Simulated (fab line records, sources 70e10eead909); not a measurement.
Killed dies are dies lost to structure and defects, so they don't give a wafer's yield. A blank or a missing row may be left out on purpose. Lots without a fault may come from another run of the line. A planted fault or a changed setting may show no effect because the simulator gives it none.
fab line records | flow nand_harc
record lots=24 wafers=72 last_day=27
route steps=1159 shown P_BONDPAD@352 A_STAIRCASE@532
lots that met no fault: from a run of the same line without faults
start_h: hours from the record's first day to the start of the lot's first wafer shown | wait_h: hours since the lot's step before | " the same as in the row above | L1.1+2: a row that stands for several wafers | - no value, or no start given | * or withheld: withheld | < > ~ a bound
route shown NAME@n: a module of which the file shows steps, and the number in the route of the first | usual: mean/standard deviation of fault-free wafers | same: alike in all rows | chamber/n: place in a boat | sites: the reading at each site | _std_site: their standard deviation | _edge_site: outer sites' mean less inner sites' | radius_mm: how far each site lies from the wafer's centre | mask NAME#n: copy n | behind: the tool/chamber that last shaped the wafer | hold: why the lot was held/for how many hours/how that ended | device: the transistor (n, p or np) that didn't switch | end of line: the same wafers' tests at the end of the route | a step without rows: its recipe alone | killed: dies lost to structure and defects at the first sort, not the wafer's yield | map: a wafer's dies, x killed, . not, _ none there
set.NAME: the setting as run; set.NAME@STEP: as run at that earlier step | model.NAME: the simulator's own value behind a step, which no gauge read
steps of the route over a sample of lots; a table a step, a row a wafer
services: from which hour (start_h, from the record's first day; less than 0 if before it) a tool's chamber was out of use, for how many hours, and why
## steps
# step NHARC_P_BONDPAD_CMP_32
# recipe target_thk_nm=200 material=SiCN
# usual motor_current_A=11.9/1.4 retaining_ring_pressure_frac=0.999/0.005
# columns lot.wafer tool chamber start_h wait_h motor_current_A retaining_ring_pressure_frac
L074.1 cmp-03 1 118.15 - 13.2 0.995
L074.6 " 0 " " 11.6 0.998
L074.5 " 1 " " 12.5 0.997
L075.3 cmp-03 2 139.98 - 12.9 1.008
L075.2 " 3 " " 12.9 1.002
L075.6 " 2 " " 13.1 1.002
L076.1 cmp-02 1 141.24 - 10.8 1.011
L076.4 " 2 " " 10.2 0.992
L076.3 " 3 " " 12.0 0.995
L077.1 cmp-02 2 143.67 - 10.0 1.007
L077.4 " 3 " " 11.7 1.003
L077.6 " 3 " " 12.7 1.009
L078.4 cmp-02 1 149.51 - 11.1 0.992
L078.1 " 3 " " 12.5 1.003
L078.5 " 1 " " 10.7 1.003
L079.4 cmp-02 1 156.73 - 11.1 1.004
L079.6 " 1 " " 10.8 0.995
L079.5 " 2 " " 9.4 0.996
L080.1 cmp-01 3 170.66 - 12.0 0.993
L080.2 " 0 " " 10.5 1.003
L080.4 " 2 " " 13.2 0.994
L082.2 cmp-01 2 171.78 - 12.8 1.006
L082.4 " 0 " " 10.1 0.999
L082.6 " 2 " " 13.6 1.002
L081.2 cmp-01 3 173.61 - 12.0 1.008
L081.4 " 1 " " 13.1 0.986
L081.3 " 2 " " 12.6 0.994
L084.3 cmp-03 3 180.87 - 13.6 0.998
L084.1 " 0 " " 11.5 1.006
L084.5 " 2 " " 12.9 1.004
L083.3 cmp-02 2 181.76 - 9.9 0.999
L083.5 " 1 " " 11.0 1.004
L083.6 " 2 " " 10.1 1.004
L085.4 cmp-02 0 207.34 - 14.1 1.003
L085.6 " 2 " " 10.1 0.997
L085.5 " 3 " " 12.3 1.007
L088.2 cmp-03 2 208.48 - 12.5 1.003
L088.6 " 3 " " 14.1 0.997
L088.5 " 0 " " 11.7 0.999
L086.4 cmp-02 0 209.04 - 13.6 1.001
L086.2 " 2 " " 10.2 1.004
L086.6 " 1 " " 10.5 1.005
L087.4 cmp-02 2 221.77 - 10.2 1.001
L087.6 " 2 " " 10.0 0.995
L087.5 " 3 " " 11.8 1.000
L090.1 cmp-03 3 230.46 - 13.5 0.995
L090.2 " 0 " " 10.9 0.997
L090.5 " 0 " " 11.5 1.001
L089.2 cmp-02 0 232.33 - 14.0 1.001
L089.3 " 3 " " 12.1 0.989
L089.6 " 0 " " 13.9 1.001
L091.1 cmp-02 3 234.59 - 12.3 1.003
L091.3 " 0 " " 13.2 0.997
L091.4 " 2 " " 10.0 0.998
L092.2 cmp-03 2 235.73 - 13.2 0.998
L092.5 " 3 " " 14.4 1.003
L092.6 " 0 " " 11.8 1.002
L094.1 cmp-02 1 245.10 - 10.7 0.997
L094.5 " 2 " " 9.9 0.999
L094.6 " 3 " " 12.6 0.999
L093.1 cmp-01 0 249.69 - 10.4 0.995
L093.2 " 2 " " 13.7 0.998
L093.5 " 1 " " 13.5 1.002
L095.1 cmp-02 3 254.77 - 12.6 1.003
L095.2 " 0 " " 13.7 0.997
L095.6 " 2 " " 10.1 0.997
L096.2 cmp-02 2 256.78 - 10.1 0.991
L096.6 " 0 " " 13.5 0.997
L096.5 " 1 " " 10.5 0.996
L097.4 cmp-02 2 274.28 - 10.4 0.990
L097.3 " 3 " " 11.5 1.004
L097.6 " 3 " " 12.2 1.010
# step NHARC_A_STAIRCASE_ETCH_170
# recipe target_depth_a=2000 time_s=66.667 ion_energy_ev=250 c4f6_flow_sccm=25 o2_flow_sccm=20 ar_flow_sccm=500 rf_w=600 bias_w=500 chemistry=C4F6/O2
# usual drypump_motor_current_A=5.5/0.42 oes_product_au=0.973/0.015 rf_vpp_V=546/3.5 showerhead_plenum_p_Torr=3.90/0.17 throttle_valve_pct=26.903/0.0085
# columns lot.wafer tool chamber start_h wait_h drypump_motor_current_A oes_product_au rf_hours_counter_h rf_vpp_V showerhead_plenum_p_Torr throttle_valve_pct
L074.1 rie_diel-13 1 - - 5.4 0.963 38 546 3.85 26.897
L074.6 " 0 " " 5.5 0.966 - 551 4.01 26.920
L074.5 " 1 " " 5.4 0.957 - 542 3.85 26.909
L076.1 rie_diel-13 3 - - 6.6 0.968 52 542 3.65 26.901
L076.4 " 0 " " 5.5 0.970 51 547 4.00 26.896
L076.3 " 1 " " 5.3 0.973 51 544 3.84 26.911
L075.3 rie_diel-09 1 - - 5.4 0.983 63 542 3.64 26.907
L075.2 " 3 " " 5.2 0.977 64 547 3.96 26.922
L075.6 " 2 " " 5.3 0.975 - 546 3.96 26.895
L077.4 rie_diel-09 0 - - 4.8 0.938 63 543 3.74 26.894
L077.1 " 1 " " 5.4 0.931 63 541 3.64 26.918
L077.6 " 2 " " 5.3 0.947 - 547 3.96 26.911
L078.1 rie_diel-11 3 - - 5.8 1.003 17 546 3.85 26.911
L078.4 " 0 " " 5.5 0.987 17 544 3.71 26.902
L078.5 " 2 " " 5.8 0.992 - 546 3.86 26.910
L079.4 rie_diel-13 0 - - 5.5 0.953 53 549 4.00 26.900
L079.6 " 3 " " 6.6 0.962 - 541 3.65 26.881
L079.5 " 0 " " 5.5 0.954 - 547 4.00 26.891
L081.3 rie_diel-09 2 - - 5.3 0.969 4 547 3.96 26.899
L081.2 " 3 " " 5.2 0.977 4 547 3.95 26.892
L081.4 " 0 " " 4.8 0.986 3 542 3.74 26.893
L082.4 rie_diel-09 3 - - 5.3 0.981 4 547 3.95 26.897
L082.2 " 0 " " 4.8 0.971 3 543 3.74 26.901
L082.6 " 1 " " 5.4 0.965 - 553 4.22 26.906
L080.4 rie_diel-13 0 - - 5.5 0.988 1 547 3.99 26.897
L080.2 " 1 " " 5.4 0.970 2 546 3.84 26.907
L080.1 " 2 " " 5.7 0.977 2 542 3.71 26.905
L084.1 rie_diel-09 3 - - 5.2 0.993 11 548 3.95 26.899
L084.3 " 0 " " 4.9 0.974 9 544 3.74 26.912
L084.5 " 2 " " 5.3 0.983 - 547 3.96 26.895
L083.3 rie_diel-11 2 - - 5.7 0.968 36 547 3.85 26.902
L083.5 " 2 " " 5.8 0.977 - 545 3.85 26.897
L083.6 " 3 " " 5.8 0.975 - 545 3.84 26.918
L086.4 rie_diel-09 1 - - 5.4 0.976 10 553 4.22 26.913
L086.2 " 2 " " 5.3 0.962 15 549 3.95 26.908
L086.6 " 2 " " 5.3 0.975 - 549 3.95 26.903
L088.2 rie_diel-09 3 - - 5.3 0.991 18 546 3.94 26.905
L088.6 " 2 " " 5.3 0.984 - 546 3.95 26.902
L088.5 " 3 " " 5.2 0.982 - 549 3.94 26.907
L085.4 rie_diel-13 1 - - 5.4 0.981 10 544 3.83 26.892
L085.6 " 3 " " 6.5 0.948 - 553 4.22 26.930
L085.5 " 0 " " 5.5 0.972 - 550 3.99 26.896
L087.4 rie_diel-13 3 - - 6.6 0.986 14 553 4.22 26.900
L087.6 " 1 " " 5.3 0.970 - 545 3.83 26.897
L087.5 " 2 " " 5.7 0.977 - 543 3.70 26.894
L089.2 rie_diel-13 1 - - 5.3 0.971 17 544 3.83 26.908
L089.3 " 2 " " 5.7 0.997 16 543 3.70 26.907
L089.6 " 1 " " 5.4 0.984 - 546 3.83 26.906
L090.1 rie_diel-13 3 - - 6.5 0.967 15 553 4.22 26.905
L090.2 " 0 " " 5.5 0.984 15 550 3.99 26.911
L090.5 " 3 " " 6.5 0.976 - 553 4.22 26.914
L091.1 rie_diel-13 2 - - 5.7 1.000 19 542 3.70 26.915
L091.4 " 0 " " 5.5 0.972 18 548 3.98 26.912
L091.3 " 1 " " 5.3 0.986 19 546 3.83 26.904
L092.2 rie_diel-09 1 - - 5.4 0.966 22 552 4.21 26.886
L092.6 " 1 " " 5.4 0.955 - 552 4.21 26.906
L092.5 " 2 " " 5.3 0.971 - 546 3.95 26.908
L094.1 rie_diel-11 1 - - 5.7 0.950 51 548 3.95 26.892
L094.6 " 0 " " 5.5 0.950 - 542 3.69 26.904
L094.5 " 1 " " 5.7 0.955 - 547 3.95 26.908
L093.1 rie_diel-11 0 - - 5.5 0.982 56 541 3.69 26.912
L093.2 " 1 " " 5.7 0.984 53 548 3.95 26.903
L093.5 " 3 " " 5.8 0.993 - 544 3.83 26.905
L096.2 rie_diel-11 2 - - 5.8 0.986 60 544 3.83 26.910
L096.5 " 3 " " 5.7 0.986 - 545 3.83 26.899
L096.6 " 0 " " 5.5 1.000 - 542 3.69 26.878
L095.1 rie_diel-13 1 - - 5.4 0.957 26 545 3.82 26.903
L095.2 " 3 " " 6.5 0.956 25 553 4.21 26.904
L095.6 " 0 " " 5.5 0.962 - 548 3.98 26.895
L097.4 rie_diel-09 3 - - 5.2 0.952 41 546 3.93 26.901
L097.3 " 0 " " 4.9 0.951 36 543 3.72 26.906
L097.6 " 0 " " 4.9 0.953 - 541 3.72 26.906
# step NHARC_A_STAIRCASE_TRIM_24
# recipe time_s=211.2 o2_flow_sccm=500 ar_flow_sccm=0 bias_w=0 chemistry=O2
# usual drypump_motor_current_A=5.5/0.37 oes_product_au=1.003/0.0091 rf_vpp_V=57.6/0.82 showerhead_plenum_p_Torr=3.49/0.14 throttle_valve_pct=17.037/0.0091
# columns lot.wafer tool chamber start_h wait_h drypump_motor_current_A oes_product_au rf_hours_counter_h rf_vpp_V showerhead_plenum_p_Torr throttle_valve_pct
L074.1 rie_diel-11 2 - - 5.8 0.994 10 57.2 3.47 17.042
L074.6 " 3 " " 5.8 1.000 - 57.8 3.47 17.044
L074.5 " 0 " " 5.5 1.006 - 56.9 3.34 17.049
L076.3 rie_diel-13 2 - - 5.7 0.992 51 57.4 3.34 17.037
L076.4 " 3 " " 6.5 0.995 53 55.8 3.28 17.046
L076.1 " 0 " " 5.4 0.991 52 57.7 3.60 17.043
L075.2 rie_diel-09 3 - - 5.2 0.995 65 58.0 3.56 17.055
L075.3 " 1 " " 5.4 0.994 64 57.3 3.27 17.039
L075.6 " 2 " " 5.3 0.991 - 57.7 3.56 17.034
L077.1 rie_diel-09 1 - - 5.4 1.007 64 56.9 3.27 17.026
L077.4 " 0 " " 4.9 1.000 64 57.9 3.36 17.046
L077.6 " 2 " " 5.3 0.994 - 56.9 3.56 17.030
L078.4 rie_diel-11 1 - - 5.7 1.020 18 57.2 3.57 17.034
L078.1 " 2 " " 5.8 1.018 21 55.8 3.47 17.041
L078.5 " 0 " " 5.5 1.017 - 57.5 3.33 17.037
L079.4 rie_diel-11 3 - - 5.8 1.008 23 57.6 3.46 17.058
L079.5 " 2 " " 5.8 1.003 - 57.7 3.47 17.037
L079.6 " 3 " " 5.7 1.014 - 57.7 3.46 17.034
L081.4 rie_diel-11 0 - - 5.5 1.013 33 56.2 3.33 17.035
L081.3 " 1 " " 5.7 1.009 30 59.0 3.57 17.041
L081.2 " 3 " " 5.7 1.010 32 57.2 3.45 17.038
L082.4 rie_diel-11 0 - - 5.5 1.012 33 56.3 3.33 17.044
L082.2 " 3 " " 5.7 0.996 32 57.6 3.45 17.047
L082.6 " 1 " " 5.7 0.992 - 58.2 3.57 17.031
L080.2 rie_diel-09 0 - - 4.8 0.994 9 58.2 3.36 17.048
L080.1 " 3 " " 5.3 1.010 11 57.8 3.55 17.041
L080.4 " 0 " " 4.8 0.998 - 57.4 3.36 17.032
L084.1 rie_diel-11 0 - - 5.5 1.008 38 56.5 3.32 17.031
L084.3 " 1 " " 5.7 1.020 35 57.0 3.56 17.026
L084.5 " 2 " " 5.8 1.028 - 58.0 3.46 17.046
L083.3 rie_diel-09 2 - - 5.3 0.998 10 59.2 3.56 17.028
L083.6 " 3 " " 5.2 1.005 - 58.7 3.55 17.030
L083.5 " 0 " " 4.8 0.986 - 56.9 3.35 17.036
L088.2 rie_diel-09 2 - - 5.3 0.992 16 57.4 3.55 17.030
L088.5 " 0 " " 4.8 0.994 - 56.8 3.35 17.049
L088.6 " 1 " " 5.4 0.992 - 58.5 3.80 17.052
L086.2 rie_diel-13 3 - - 6.6 1.002 9 59.1 3.80 17.035
L086.4 " 0 " " 5.4 1.010 9 58.7 3.59 17.049
L086.6 " 1 " " 5.4 0.995 - 57.1 3.44 17.021
L085.4 rie_diel-13 0 - - 5.4 1.011 11 58.0 3.59 17.036
L085.6 " 1 " " 5.4 0.990 - 57.8 3.44 17.040
L085.5 " 2 " " 5.7 1.009 - 58.5 3.33 17.023
L087.4 rie_diel-09 1 - - 5.4 1.004 19 59.9 3.80 17.033
L087.5 " 0 " " 4.8 0.998 - 56.4 3.35 17.013
L087.6 " 1 " " 5.4 0.997 - 58.1 3.80 17.033
L089.2 rie_diel-09 2 - - 5.3 1.003 23 59.0 3.55 17.029
L089.3 " 1 " " 5.4 0.984 20 58.7 3.80 17.038
L089.6 " 3 " " 5.3 1.003 - 58.6 3.54 17.033
L090.1 rie_diel-11 3 - - 5.8 1.002 51 58.3 3.44 17.044
L090.2 " 2 " " 5.8 1.004 51 57.8 3.45 17.044
L090.5 " 3 " " 5.8 0.996 - 57.2 3.44 17.032
L091.1 rie_diel-13 2 - - 5.7 1.012 20 57.9 3.32 17.027
L091.3 " 3 " " 6.6 1.003 18 58.6 3.80 17.041
L091.4 " 0 " " 5.5 1.008 19 56.3 3.58 17.032
L092.2 rie_diel-09 0 - - 4.8 0.996 30 57.8 3.34 17.039
L092.6 " 3 " " 5.2 1.005 - 59.7 3.54 17.021
L092.5 " 0 " " 4.8 1.000 - 57.0 3.34 17.041
L094.1 rie_diel-13 3 - - 6.5 1.009 21 58.5 3.80 17.025
L094.5 " 1 " " 5.4 1.002 - 57.2 3.44 17.054
L094.6 " 2 " " 5.7 1.021 - 56.9 3.32 17.025
L093.1 rie_diel-09 2 - - 5.3 0.998 28 56.7 3.55 17.026
L093.2 " 1 " " 5.4 0.992 25 59.3 3.79 17.033
L093.5 " 2 " " 5.3 0.999 - 57.2 3.55 17.029
L096.2 rie_diel-13 1 - - 5.3 1.012 29 56.4 3.43 17.044
L096.5 " 0 " " 5.5 1.009 - 58.1 3.58 17.044
L096.6 " 1 " " 5.3 1.006 - 57.6 3.43 17.030
L095.1 rie_diel-11 3 - - 5.8 1.006 63 58.9 3.44 17.039
L095.2 " 0 " " 5.5 1.019 63 56.7 3.31 17.048
L095.6 " 3 " " 5.8 1.007 - 58.0 3.44 17.043
L097.4 rie_diel-13 1 - - 5.4 1.009 35 58.9 3.43 17.031
L097.3 " 3 " " 6.6 0.993 34 58.5 3.79 17.022
L097.6 " 0 " " 5.4 1.005 - 58.4 3.58 17.032
# step NHARC_A_STAIRCASE_TRIM_187
# recipe time_s=211.2 o2_flow_sccm=500 ar_flow_sccm=0 bias_w=0 chemistry=O2
# usual drypump_motor_current_A=5.6/0.42 oes_product_au=1.003/0.0078 rf_vpp_V=57.7/0.91 showerhead_plenum_p_Torr=3.49/0.15 throttle_valve_pct=17.038/0.0091
# columns lot.wafer tool chamber start_h wait_h drypump_motor_current_A oes_product_au rf_hours_counter_h rf_vpp_V showerhead_plenum_p_Torr throttle_valve_pct
L074.1 rie_diel-09 0 224.13 0.1 4.8 1.005 53 58.6 3.37 17.047
L074.5 " 1 " " 5.4 0.997 - 57.0 3.28 17.025
L074.6 " 2 " " 5.3 0.993 - 58.2 3.57 17.047
L075.3 rie_diel-13 3 255.84 0.1 6.5 0.997 54 55.9 3.28 17.052
L075.2 " 1 " " 5.4 1.000 52 57.6 3.45 17.034
L075.6 " 3 " " 6.6 0.997 - 56.6 3.28 17.036
L076.3 rie_diel-11 0 256.05 0.1 5.5 1.014 18 56.9 3.33 17.026
L076.4 " 1 " " 5.7 1.006 16 57.8 3.58 17.036
L076.1 " 2 " " 5.8 1.007 19 58.2 3.47 17.026
L077.1 rie_diel-13 3 256.17 0.1 6.5 1.005 54 57.8 3.28 17.038
L077.4 " 0 " " 5.5 0.994 52 57.9 3.60 17.038
L077.6 " 0 " " 5.4 1.007 - 58.1 3.60 17.042
L078.4 rie_diel-13 2 261.43 0.1 5.7 0.996 56 55.5 3.34 17.032
L078.1 " 3 " " 6.6 1.000 58 57.8 3.27 17.031
L078.5 " 3 " " 6.6 0.992 - 56.0 3.27 17.041
L079.4 rie_diel-11 2 264.39 0.1 5.8 0.996 24 57.3 3.46 17.035
L079.5 " 0 " " 5.5 1.006 - 57.4 3.33 17.028
L079.6 " 1 " " 5.7 1.004 - 57.9 3.57 17.030
L081.4 rie_diel-11 0 285.38 0.1 5.5 1.019 34 56.7 3.33 17.030
L081.2 " 1 " " 5.7 1.010 31 58.1 3.57 17.047
L081.3 " 2 " " 5.8 1.013 32 56.9 3.46 17.046
L082.4 rie_diel-11 1 287.14 1.6 5.7 1.014 32 57.3 3.57 17.036
L082.2 " 3 " " 5.8 1.001 34 58.2 3.45 17.033
L082.6 " 1 " " 5.7 0.998 - 58.6 3.57 17.032
L080.1 rie_diel-13 1 292.73 0.1 5.3 0.998 4 58.0 3.45 17.032
L080.2 " 2 " " 5.7 1.001 4 55.8 3.33 17.040
L080.4 " 3 " " 6.5 0.995 4 59.8 3.81 17.030
L084.3 rie_diel-09 2 296.25 0.1 5.3 0.992 11 57.4 3.56 17.042
L084.1 " 3 " " 5.2 1.009 14 57.3 3.55 17.031
L084.5 " 0 " " 4.9 0.999 - 57.3 3.35 17.054
L083.3 rie_diel-09 0 296.77 0.1 4.8 0.997 12 56.7 3.35 17.022
L083.6 " 0 " " 4.9 0.999 - 56.1 3.35 17.022
L083.5 " 2 " " 5.3 0.993 - 57.0 3.56 17.029
L088.2 rie_diel-13 0 312.67 0.1 5.4 1.006 10 58.1 3.59 17.041
L088.5 " 1 " " 5.3 1.012 - 57.5 3.44 17.050
L088.6 " 2 " " 5.7 1.003 - 57.6 3.33 17.039
L086.2 rie_diel-11 0 313.12 0.2 5.5 1.020 45 57.1 3.32 17.054
L086.4 " 3 " " 5.8 1.005 44 58.0 3.45 17.032
L086.6 " 1 " " 5.7 1.007 - 57.7 3.56 17.053
L085.4 rie_diel-09 3 316.88 0.2 5.3 1.012 21 58.6 3.54 17.033
L085.5 " 2 " " 5.3 1.009 - 58.7 3.55 17.045
L085.6 " 3 " " 5.2 1.013 - 58.6 3.54 17.024
L087.4 rie_diel-13 2 330.58 0.1 5.7 1.016 16 55.8 3.32 17.049
L087.6 " 2 " " 5.7 1.017 - 56.5 3.32 17.043
L087.5 " 3 " " 6.5 1.002 - 59.8 3.80 17.035
L089.3 rie_diel-11 1 335.82 0.1 5.7 1.013 49 58.2 3.56 17.051
L089.2 " 3 " " 5.8 0.996 52 57.0 3.44 17.037
L089.6 " 1 " " 5.7 0.990 - 59.9 3.56 17.030
L090.2 rie_diel-13 1 336.11 0.1 5.4 1.005 18 56.6 3.44 17.019
L090.1 " 3 " " 6.6 1.000 16 58.3 3.80 17.032
L090.5 " 1 " " 5.4 0.999 - 57.9 3.44 17.035
L091.4 rie_diel-13 0 346.33 0.1 5.5 1.007 19 56.8 3.58 17.035
L091.3 " 1 " " 5.4 1.008 20 57.8 3.44 17.043
L091.1 " 2 " " 5.7 1.005 20 57.4 3.32 17.031
L092.2 rie_diel-13 3 349.98 0.1 6.6 0.996 20 58.1 3.80 17.024
L092.5 " 0 " " 5.4 1.007 - 59.9 3.58 17.051
L092.6 " 1 " " 5.3 0.996 - 58.6 3.44 17.035
L094.1 rie_diel-11 2 353.95 0.1 5.7 1.011 56 56.4 3.45 17.040
L094.6 " 1 " " 5.7 1.007 - 57.1 3.55 17.033
L094.5 " 2 " " 5.8 1.011 - 57.7 3.45 17.027
L093.2 rie_diel-09 1 357.03 0.1 5.4 0.993 26 58.1 3.79 17.030
L093.1 " 2 " " 5.3 0.987 28 58.1 3.55 17.037
L093.5 " 1 " " 5.4 0.984 - 57.8 3.79 17.054
L095.1 rie_diel-13 2 367.38 0.1 5.7 1.016 29 57.6 3.32 17.056
L095.2 " 0 " " 5.5 1.003 28 58.6 3.58 17.045
L095.6 " 2 " " 5.7 1.002 - 57.2 3.32 17.041
L096.2 rie_diel-13 3 367.69 0.1 6.6 0.985 28 57.9 3.79 17.040
L096.5 " 3 " " 6.6 0.999 - 56.9 3.79 17.041
L096.6 " 0 " " 5.5 1.001 - 59.4 3.58 17.049
L097.4 rie_diel-09 1 379.14 0.1 5.5 1.005 37 58.7 3.79 17.030
L097.3 " 3 " " 5.2 1.010 43 58.1 3.53 17.043
L097.6 " 0 " " 4.8 0.997 - 57.8 3.34 17.031
# step NHARC_A_STAIRCASE_ETCH_194
# recipe target_depth_a=1000 time_s=40.5 ion_energy_ev=400 c4f8_flow_sccm=20 o2_flow_sccm=10 ar_flow_sccm=withheld rf_w=600 bias_w=1000 chemistry=C4F8/O2
# usual oes_product_au=0.942/0.012 rf_vpp_V=895/5.4
# columns lot.wafer tool chamber start_h wait_h oes_product_au rf_hours_counter_h rf_vpp_V
L074.1 rie_diel-09 3 - - 0.943 55 897
L074.5 " 1 " " 0.934 - 887
L074.6 " 2 " " 0.921 - 897
L075.2 rie_diel-13 1 - - 0.924 53 894
L075.3 " 2 " " 0.927 52 889
L075.6 " 1 " " 0.926 - 893
L076.4 rie_diel-11 0 - - 0.946 21 889
L076.1 " 2 " " 0.965 21 893
L076.3 " 3 " " 0.935 21 893
L077.1 rie_diel-13 3 - - 0.932 57 886
L077.4 " 1 " " 0.932 54 893
L077.6 " 3 " " 0.931 - 887
L078.4 rie_diel-13 1 - - 0.923 57 894
L078.1 " 2 " " 0.914 57 889
L078.5 " 2 " " 0.925 - 891
L079.4 rie_diel-11 0 - - 0.966 25 889
L079.6 " 3 " " 0.962 - 895
L079.5 " 0 " " 0.969 - 888
L081.4 rie_diel-11 2 - - 0.949 35 894
L081.2 " 3 " " 0.942 35 894
L081.3 " 0 " " 0.948 35 888
L082.4 rie_diel-11 1 - - 0.955 33 896
L082.2 " 2 " " 0.937 35 894
L082.6 " 3 " " 0.945 - 894
L080.1 rie_diel-13 1 - - 0.930 5 893
L080.4 " 3 " " 0.927 4 907
L080.2 " 0 " " 0.930 5 901
L084.1 rie_diel-09 0 - - 0.934 13 890
L084.3 " 3 " " 0.942 15 896
L084.5 " 2 " " 0.933 - 898
L083.3 rie_diel-09 0 - - 0.932 13 891
L083.6 " 0 " " 0.938 - 888
L083.5 " 2 " " 0.933 - 897
L088.2 rie_diel-13 1 - - 0.934 11 894
L088.5 " 0 " " 0.938 - 898
L088.6 " 1 " " 0.945 - 893
L086.4 rie_diel-11 3 - - 0.936 44 894
L086.2 " 0 " " 0.956 46 888
L086.6 " 2 " " 0.948 - 893
L085.4 rie_diel-09 3 - - 0.943 22 897
L085.5 " 3 " " 0.940 - 896
L085.6 " 0 " " 0.940 - 890
L087.4 rie_diel-13 1 - - 0.950 17 893
L087.6 " 3 " " 0.954 - 905
L087.5 " 0 " " 0.954 - 897
L089.3 rie_diel-11 1 - - 0.957 49 897
L089.2 " 3 " " 0.951 52 892
L089.6 " 2 " " 0.950 - 894
L090.2 rie_diel-13 3 - - 0.943 17 908
L090.1 " 0 " " 0.962 17 898
L090.5 " 1 " " 0.940 - 893
L091.4 rie_diel-13 0 - - 0.950 20 897
L091.3 " 1 " " 0.942 21 893
L091.1 " 2 " " 0.941 20 888
L092.2 rie_diel-13 3 - - 0.944 21 905
L092.5 " 0 " " 0.956 - 898
L092.6 " 1 " " 0.946 - 892
L094.1 rie_diel-11 0 - - 0.948 57 889
L094.6 " 2 " " 0.940 - 892
L094.5 " 3 " " 0.952 - 893
L093.1 rie_diel-09 1 - - 0.931 30 904
L093.2 " 3 " " 0.945 38 897
L093.5 " 1 " " 0.930 - 905
L095.2 rie_diel-13 3 - - 0.946 28 905
L095.1 " 2 " " 0.943 29 889
L095.6 " 3 " " 0.946 - 906
L096.2 rie_diel-13 3 - - 0.943 28 905
L096.5 " 3 " " 0.948 - 905
L096.6 " 0 " " 0.961 - 898
L097.4 rie_diel-09 0 - - 0.942 38 890
L097.3 " 2 " " 0.932 40 895
L097.6 " 1 " " 0.933 - 906
# step NHARC_A_STAIRCASE_ETCH_201
# recipe target_depth_a=1000 time_s=40.5 ion_energy_ev=400 c4f8_flow_sccm=20 o2_flow_sccm=10 ar_flow_sccm=withheld rf_w=600 bias_w=1000 chemistry=C4F8/O2
# usual oes_product_au=0.941/0.011 rf_vpp_V=895/5.2
# columns lot.wafer tool chamber start_h wait_h oes_product_au rf_hours_counter_h rf_vpp_V
L074.1 rie_diel-13 1 - - 0.944 43 894
L074.6 " 1 " " 0.939 - 894
L074.5 " 0 " " 0.928 - 899
L075.3 rie_diel-13 1 - - 0.932 55 894
L075.2 " 3 " " 0.929 57 886
L075.6 " 1 " " 0.926 - 892
L077.1 rie_diel-11 0 - - 0.950 22 890
L077.4 " 3 " " 0.946 22 893
L077.6 " 0 " " 0.949 - 889
L076.1 rie_diel-13 1 - - 0.931 55 895
L076.3 " 2 " " 0.938 56 889
L076.4 " 3 " " 0.931 58 886
L078.1 rie_diel-13 2 - - 0.928 58 891
L078.4 " 3 " " 0.935 60 886
L078.5 " 1 " " 0.929 - 894
L079.4 rie_diel-09 3 - - 0.955 1 897
L079.5 " 1 " " 0.955 - 906
L079.6 " 2 " " 0.943 - 897
L081.3 rie_diel-09 0 - - 0.960 9 890
L081.2 " 1 " " 0.942 8 906
L081.4 " 2 " " 0.931 8 897
L082.2 rie_diel-11 0 - - 0.934 36 890
L082.4 " 2 " " 0.958 36 895
L082.6 " 0 " " 0.941 - 888
L080.1 rie_diel-09 3 - - 0.934 14 897
L080.2 " 2 " " 0.925 11 896
L080.4 " 0 " " 0.931 - 890
L084.3 rie_diel-09 2 - - 0.931 12 898
L084.1 " 3 " " 0.954 15 895
L084.5 " 3 " " 0.950 - 897
L083.3 rie_diel-11 0 - - 0.947 41 888
L083.6 " 2 " " 0.944 - 893
L083.5 " 3 " " 0.946 - 893
L088.2 rie_diel-13 0 - - 0.945 11 899
L088.6 " 0 " " 0.951 - 897
L088.5 " 1 " " 0.940 - 892
L086.4 rie_diel-09 0 - - 0.924 19 890
L086.2 " 3 " " 0.935 21 896
L086.6 " 0 " " 0.929 - 889
L085.4 rie_diel-11 0 - - 0.943 48 887
L085.6 " 2 " " 0.952 - 892
L085.5 " 3 " " 0.941 - 894
L087.4 rie_diel-13 0 - - 0.944 16 897
L087.6 " 0 " " 0.948 - 897
L087.5 " 1 " " 0.938 - 893
L089.2 rie_diel-09 2 - - 0.939 24 895
L089.3 " 0 " " 0.951 29 890
L089.6 " 3 " " 0.937 - 898
L090.1 rie_diel-11 0 - - 0.963 52 889
L090.2 " 2 " " 0.950 52 892
L090.5 " 1 " " 0.960 - 898
L091.1 rie_diel-09 2 - - 0.955 27 897
L091.4 " 3 " " 0.960 32 896
L091.3 " 0 " " 0.952 31 888
L092.2 rie_diel-13 3 - - 0.924 21 907
L092.5 " 0 " " 0.947 - 899
L092.6 " 1 " " 0.939 - 894
L094.1 rie_diel-11 0 - - 0.967 58 889
L094.5 " 1 " " 0.956 - 898
L094.6 " 2 " " 0.955 - 892
L093.1 rie_diel-09 2 - - 0.934 33 897
L093.2 " 1 " " 0.940 30 905
L093.5 " 3 " " 0.951 - 896
L095.1 rie_diel-09 2 - - 0.936 35 897
L095.2 " 0 " " 0.933 33 889
L095.6 " 0 " " 0.941 - 889
L096.2 rie_diel-09 0 - - 0.929 34 889
L096.5 " 1 " " 0.917 - 906
L096.6 " 0 " " 0.927 - 888
L097.4 rie_diel-09 2 - - 0.944 41 897
L097.3 " 3 " " 0.955 44 896
L097.6 " 3 " " 0.945 - 896
## services
# columns tool chamber start_h hours kind
rie_diel-13 - 99.20 9.0 pm
cmp-02 - 106.82 2.3 repair
cmp-02 - 128.50 4.0 pm
rie_diel-11 0 136.05 3.2 repair
rie_diel-09 1 136.78 2.4 repair
cmp-03 - 156.00 4.0 pm
cmp-03 - 160.02 0.3 repair
cmp-02 - 185.28 1.5 repair
rie_diel-11 - 189.65 9.0 pm
rie_diel-13 2 225.68 4.4 repair
cmp-02 - 226.50 4.0 pm
rie_diel-11 1 241.89 9.1 repair
cmp-03 - 254.00 4.0 pm
rie_diel-09 - 254.15 9.0 pm
cmp-03 - 263.44 2.8 repair
rie_diel-13 - 276.20 9.0 pm
rie_diel-09 1 290.16 10.6 repair
cmp-02 - 305.59 0.8 repair
cmp-02 - 324.50 4.0 pm
cmp-03 - 343.68 1.7 repair
cmp-02 - 346.26 1.5 repair
rie_diel-09 - 350.67 2.0 repair
cmp-03 - 352.00 4.0 pm
rie_diel-11 - 366.68 9.0 pm
## key
fault none
